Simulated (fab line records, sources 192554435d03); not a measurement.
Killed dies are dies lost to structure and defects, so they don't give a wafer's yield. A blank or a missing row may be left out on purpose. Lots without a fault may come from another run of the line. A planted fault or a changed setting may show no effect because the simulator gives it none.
A struck lot beside a sound one | flow n5_finfet | 37 steps out of a route of 1938
Sound: wafers L326.2, L326.5, L326.6. Struck: wafers L333.1, L333.3, L333.5. The cause comes at the end.
At each step with rows: each side's tool, then ch and its chambers, then its first start. Under that, the readings that differ: sound wafers | struck wafers | difference of the means | sigmas: that difference in standard deviations of wafers without a fault.
alike: readings whose means differ by less than 2 such deviations, and words and numbers that are the same on both sides. not compared: withheld readings, readings that some wafer has no value for, bounds like >300 that may hide the same value, and numbers for which the record gives no deviation and whose values overlap.
The two part at a step that has a row with sigmas, a row that says differs or no value, or rows on one side only. Numbers that don't overlap but have no deviation are shown without sigmas and don't part them. A reading that every wafer of one side lacks parts them only if that side has two wafers or more.

first, 9 steps without rows for these wafers: N5_BEOL_M4_ANNEAL_95 (time 240 s); N5_BEOL_M4_SPUTTER_96 (material Cu, target thk 4.5 nm, time 8.29 s); N5_BEOL_M4_ECD_50 (material Cu, target thk 300 nm); N5_BEOL_M4_ANNEAL_51 (time 90 s); N5_BEOL_M4_CMP_52 (polishes, stops on SiOC, t overpolish 6.8 s, target thk 40 nm); N5_BEOL_M4_PRE_CLEAN_60 (time 15 s); N5_BEOL_M4_CO_CAP_55 (material Co, precursor CCTBA/H2, target thk 2 nm, time 102.1 s); N5_BEOL_M4_PRE_CLEAN_56 (time 15 s); N5_BEOL_M4_DEP_57 (deposits SiCN from 3MS/NH3, target thk 8 nm, time 14 s).
N5_BEOL_M4_RC_MEAS_101:
  sound on prober-02 ch 0, day 10 18:28; struck on prober-01 ch 0, day 12 03:11
  alike: DIBL_N, DIBL_P, IOFF_N, IOFF_P, ION_N, ION_P, SS_N, SS_P, VT_N, VT_P
then, 24 steps without rows for these wafers: N5_BEOL_M5_ILD_DEP_00 (deposits SiCOH lowk from DEMS/porogen, target thk 140.64 nm, time 25.9 s); N5_BEOL_M5_CURE_79 (cures SiCOH lowk, time 240 s); N5_BEOL_M5_PECVD_70 (deposits SiO2 from TEOS/O2, target thk 16 nm, time 18 s); N5_BEOL_M5_HM_DEP_02 (deposits TiN, target thk 20 nm); N5_BEOL_M5_COAT_59 (time 60 s, resist thk 60 nm); N5_BEOL_M5_COAT_60 (time 60 s, resist thk 12 nm); N5_BEOL_M5_COAT_71 (time 60 s, resist thk 5 nm); N5_BEOL_M5_COAT_05 (resist thk 30 nm); N5_BEOL_M5_EBR_07; N5_BEOL_M5_SOFTBAKE_06 (time 60 s); N5_BEOL_M5_EXPOSE_08 (exposes mask M5, target cd 28 nm); N5_BEOL_M5_PEB_09 (peb time 60 s); N5_BEOL_M5_DEVELOP_10 (develop time 30 s); N5_BEOL_M5_DESCUM_16 (chemistry O2, time 7 s); N5_BEOL_M5_ETCH_72 (etches underlayer in N2/H2, target depth 6.5 nm, time 5.2 s); N5_BEOL_M5_ETCH_61 (etches SiARC in CF4, target depth 15.6 nm, time 26 s); N5_BEOL_M5_ETCH_62 (etches SOC in N2/H2, target depth 75 nm, overetch 15 nm, time 112.5 s); N5_BEOL_M5_STRIP_63 (strips in N2/H2); N5_BEOL_M5_STRIP_73 (strips in N2/H2); N5_BEOL_M5_STRIP_64 (strips in CF4); N5_BEOL_M5_HM_OPEN_17 (chemistry Cl2/BCl3, target TiN, target depth 20 nm, overetch 6 nm); N5_BEOL_M5_STRIP_19 (strips in O2); N5_BEOL_M5_COAT_65 (time 60 s, resist thk 60 nm); N5_BEOL_M5_COAT_66 (time 60 s, resist thk 12 nm).
N5_BEOL_M6_ETCH_65: etches SiARC in CF4, target depth 15.6 nm, time 26 s.
  sound on rie_diel-05 ch 0,1,3, day 11 19:41; struck on rie_diel-02 ch 0,1,2, day 12 19:29
  no value came back on the struck wafers for any of 9 readings (bias_w (W), cf4_flow_sccm (sccm) and others); on the sound wafers bias_w (W) reads 35.96 36.06 35.97
  not compared: rf_hours_counter_h
N5_BEOL_M6_ETCH_66: etches SOC in N2/H2, target depth 80 nm, overetch 16 nm, time 120 s.
  sound on rie_diel-05 ch 0,1,3, day 11 19:43; struck on rie_diel-02 ch 0,1,2, day 12 19:31
  reading               | sound          | struck         | difference | sigmas
  oes_product_au (a.u.) | 0.53 0.73 0.73 | 0.26 0.28 0.32 | -0.38      | -6
  alike: bias_w, chamber_pressure_mTorr, drypump_motor_current_A, h2_flow_sccm, rf_vpp_V, showerhead_plenum_p_Torr, throttle_valve_pct
  not compared: rf_hours_counter_h
-- the record jumps here: 3 days lie between the struck wafers' starts before and after (it left off in module BEOL_M6 and takes up again in module PASSIVATION, whose first step shown is number 1936 of the route) --
N5_PASSIVATION_PROBE_49:
  sound on prober-02, day 15 11:12; struck on prober-02, day 16 06:49
  reading                  | sound          | struck         | difference | sigmas
  defect_limited_yield (%) | 90.6 91.5 90.8 | 0 0 0          | -91        | -61
  killed_at_M4_up          | 17 12 13       | 1108 1105 1077 | +1083      | +99 or more
  killed_at_contacts       | 28 16 19       | 5 7 12         | -13        | -2
  killed_dies              | 111 100 109    | 1180 1180 1180 | +1073      | +63
  killed_on_rim            | 14 21 11       | 152 152 152    | +137       | +32
  sort_bin_5_function (%)  | 5.5 5.3 5.6    | 97.0 96.6 96.3 | +91.2      | +96
  sort_n_pass              | 1069 1080 1071 | 0 0 0          | -1073      | -63
  sort_yield_pct (%)       | 90.6 91.5 90.8 | 0 0 0          | -91        | -61
  alike: killed_at_M0_to_M3, killed_at_front_end, killed_at_other, killed_open, killed_short, sort_bin_6_memory

WHERE THEY PART
First at N5_BEOL_M6_ETCH_65; last, within this record, at N5_PASSIVATION_PROBE_49.

WHY: what the simulator had put in
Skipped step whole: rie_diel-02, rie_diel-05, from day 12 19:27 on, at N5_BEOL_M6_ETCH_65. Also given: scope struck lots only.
